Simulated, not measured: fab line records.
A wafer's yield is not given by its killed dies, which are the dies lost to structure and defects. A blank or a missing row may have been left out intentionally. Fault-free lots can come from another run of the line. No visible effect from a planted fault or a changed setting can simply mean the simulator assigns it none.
Matching of chambers | flow nand harc | NHARC_A_BONDPAD_DESCUM_11 on rie diel-09 has 4 sister chambers
The step chemistry O2, time 3 s. 18 wafers are shown with their chamber, then 9 later ones without.

## WAFERS WITH THEIR CHAMBER
wafer  | chamber | showerhead plenum p Torr (Torr) | drypump motor current A (A) | oes product au (a.u.)
L287.3 | 3       | 1.81                            | 5.05                        | 0.999
L287.4 | 2       | 1.93                            | 5.57                        | 1.003
L287.5 | 1       | 1.80                            | 5.31                        | 0.991
L290.1 | 3       | 1.81                            | 5.08                        | 1.006
L290.2 | 1       | 1.80                            | 5.28                        | 0.989
L290.6 | 1       | 1.80                            | 5.31                        | 0.986
L289.2 | 3       | 1.81                            | 5.06                        | 0.988
L289.4 | 0       | 1.85                            | 5.56                        | 1.013
L289.6 | 3       | 1.81                            | 5.06                        | 0.989
L292.1 | 2       | 1.93                            | 5.59                        | 1.017
L292.2 | 0       | 1.85                            | 5.56                        | 1.008
L292.5 | 1       | 1.80                            | 5.29                        | 0.983
L296.2 | 3       | 1.81                            | 5.03                        | 0.991
L296.3 | 2       | 1.93                            | 5.56                        | 1.007
L296.5 | 0       | 1.85                            | 5.53                        | 1.010
L301.2 | 2       | 1.93                            | 5.56                        | 1.013
L301.4 | 3       | 1.80                            | 5.07                        | 0.995
L301.5 | 0       | 1.85                            | 5.56                        | 1.016

SIGNATURES (means of the wafers above)
reading                  | chamber 0 | chamber 1 | chamber 2 | chamber 3 | scatter within a chamber
showerhead plenum p Torr | 1.8500    | 1.8000    | 1.9300    | 1.8083    | 0.00244
drypump motor current A  | 5.5525    | 5.2975    | 5.5700    | 5.0583    | 0.0157
oes product au           | 1.01175   | 0.98725   | 1.01000   | 0.99467   | 0.00552
Rule: distance of a wafer from a chamber = root of the sum over the readings of ((wafer's reading minus chamber's mean) / reading's scatter) squared. The wafer belongs to the nearest chamber; if the next one is less than 2 further off, it can't be placed. How the scatter is found: for the shown wafers, subtract from each reading the mean of its chamber, square and add these, divide the total by (wafers less chambers), then take the root.

## WAFERS MISSING THEIR CHAMBER
wafer  | showerhead plenum p Torr (Torr) | drypump motor current A (A) | oes product au (a.u.)
L302.1 | 1.93                            | 5.58                        | 0.993
L302.3 | 1.85                            | 5.56                        | 1.005
L302.4 | 1.80                            | 5.05                        | 0.984
L305.3 | 1.85                            | 5.54                        | 1.019
L305.4 | 1.80                            | 5.30                        | 0.982
L305.6 | 1.80                            | 5.29                        | 0.981
L310.1 | 1.80                            | 5.03                        | 0.986
L310.4 | 1.80                            | 5.27                        | 0.986
L310.6 | 1.85                            | 5.57                        | 1.019

## WHICH CHAMBER EACH WENT THROUGH
wafer  | from the rows above | in truth
L302.1 | 2                   | 2
L302.3 | 0                   | 0
L302.4 | 3                   | 3
L305.3 | 0                   | 0
L305.4 | 1                   | 1
L305.6 | 1                   | 1
L310.1 | 3                   | 3
L310.4 | 1                   | 1
L310.6 | 0                   | 0
9 of 9 placed correctly. From these rows, 0 cannot be placed. Placed wrongly: 0.
